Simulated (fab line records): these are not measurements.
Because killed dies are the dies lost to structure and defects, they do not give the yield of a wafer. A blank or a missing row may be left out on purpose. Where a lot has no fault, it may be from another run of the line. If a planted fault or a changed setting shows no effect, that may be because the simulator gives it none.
Matching of chambers :: flow n5_finfet :: 4 sister chambers for N5_FIN_SAQP_MANDREL1_REMOVE_56 on rie_si-05
The step chemistry HBr/Cl2/O2, target a-Si, stops on SiNx, bt time 10 s. 4 wafers are shown with their chamber, then 8 later ones without.

## EACH WAFER AND ITS CHAMBER
wafer: L081.5
chamber: 1
throttle_valve_pct (%): 36.54

wafer: L081.6
chamber: 0
throttle_valve_pct (%): 36.42

wafer: L083.5
chamber: 3
throttle_valve_pct (%): 36.96

wafer: L093.1
chamber: 2
throttle_valve_pct (%): 37.06

## WAFERS WITH NO CHAMBER GIVEN
wafer: L093.4
throttle_valve_pct (%): 36.94

wafer: L093.6
throttle_valve_pct (%): 36.96

wafer: L095.2
throttle_valve_pct (%): 36.95

wafer: L095.4
throttle_valve_pct (%): 37.07

wafer: L095.5
throttle_valve_pct (%): 36.42

wafer: L097.2
throttle_valve_pct (%): 37.05

wafer: L097.3
throttle_valve_pct (%): 36.41

wafer: L097.5
throttle_valve_pct (%): 36.97

## WHICH CHAMBER EACH WENT THROUGH
wafer: L093.4
from the rows above: 3
in truth: 3

wafer: L093.6
from the rows above: 3
in truth: 3

wafer: L095.2
from the rows above: 3
in truth: 3

wafer: L095.4
from the rows above: 2
in truth: 2

wafer: L095.5
from the rows above: 0
in truth: 0

wafer: L097.2
from the rows above: 2
in truth: 2

wafer: L097.3
from the rows above: 0
in truth: 0

wafer: L097.5
from the rows above: 3
in truth: 3
Correctly placed: 8 of 8. Can't be placed from these rows: 0. Number placed wrongly: 0.
How it was worked out, from the rows above alone: a wafer's distance from a chamber is the root of the sum, over the readings, of the square of ((its reading less the chamber's mean) divided by the reading's scatter). If the next closest chamber is less than 2 further off than the closest, the wafer can't be placed; otherwise it belongs to the closest. The mean given for a chamber averages the wafers shown for that chamber. The scatter (one wafer shown for each chamber): square how far every hidden wafer sits from the nearest shown wafer, average those squares and take the square root.
